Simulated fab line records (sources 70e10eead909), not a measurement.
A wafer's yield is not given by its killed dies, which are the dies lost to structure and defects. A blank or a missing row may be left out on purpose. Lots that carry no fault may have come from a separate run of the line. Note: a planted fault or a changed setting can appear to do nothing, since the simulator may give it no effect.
Chamber matching / flow nand_harc / 4 sister chambers for NHARC_A_WL_FILL_ALD_00 on ald_hk-02
The step deposits Al2O3, target thk 3 nm, pulse time 3 s, ald cycles 30. 8 wafers are shown with their chamber, then 8 later ones without.

EACH WAFER AND ITS CHAMBER
wafer=L079.2; chamber=3; heater_power_w (W)=428; precursor_pulse_height_rel=1.007
wafer=L084.3; chamber=1; heater_power_w (W)=466; precursor_pulse_height_rel=1.008
wafer=L084.5; chamber=3; heater_power_w (W)=435; precursor_pulse_height_rel=1.021
wafer=L084.6; chamber=0; heater_power_w (W)=482; precursor_pulse_height_rel=0.978
wafer=L083.1; chamber=0; heater_power_w (W)=471; precursor_pulse_height_rel=1.049
wafer=L083.2; chamber=1; heater_power_w (W)=465; precursor_pulse_height_rel=0.994
wafer=L083.5; chamber=2; heater_power_w (W)=375; precursor_pulse_height_rel=0.990
wafer=L087.1; chamber=2; heater_power_w (W)=375; precursor_pulse_height_rel=0.983

WAFERS WITHOUT THEIR CHAMBER
wafer=L087.5; heater_power_w (W)=460; precursor_pulse_height_rel=0.988
wafer=L087.6; heater_power_w (W)=477; precursor_pulse_height_rel=1.005
wafer=L088.4; heater_power_w (W)=455; precursor_pulse_height_rel=0.974
wafer=L088.5; heater_power_w (W)=379; precursor_pulse_height_rel=0.979
wafer=L088.6; heater_power_w (W)=457; precursor_pulse_height_rel=0.985
wafer=L091.2; heater_power_w (W)=464; precursor_pulse_height_rel=0.993
wafer=L091.3; heater_power_w (W)=382; precursor_pulse_height_rel=0.977
wafer=L091.6; heater_power_w (W)=488; precursor_pulse_height_rel=0.994

CHAMBER TAKEN BY EACH
wafer=L087.5; from the rows above=1; in truth=1
wafer=L087.6; from the rows above=0; in truth=0
wafer=L088.4; from the rows above=1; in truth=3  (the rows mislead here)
wafer=L088.5; from the rows above=2; in truth=2
wafer=L088.6; from the rows above=1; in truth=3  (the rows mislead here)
wafer=L091.2; from the rows above=1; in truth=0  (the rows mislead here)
wafer=L091.3; from the rows above=2; in truth=2
wafer=L091.6; from the rows above=0; in truth=0
Placed correctly: 5 of 8. Number that these rows cannot place: 0. Placed wrongly: 3.
How it was worked out, from the rows above alone: a wafer's distance from a chamber is the root of the sum, over the readings, of the square of ((its reading less the chamber's mean) divided by the reading's scatter). The wafer belongs to the nearest chamber; if the next one is less than 2 further off, it can't be placed. A chamber's mean is the mean of its shown wafers. The scatter: take each reading less its chamber's mean, square it, sum over the shown wafers, divide by the number of wafers less the number of chambers, and take the root.
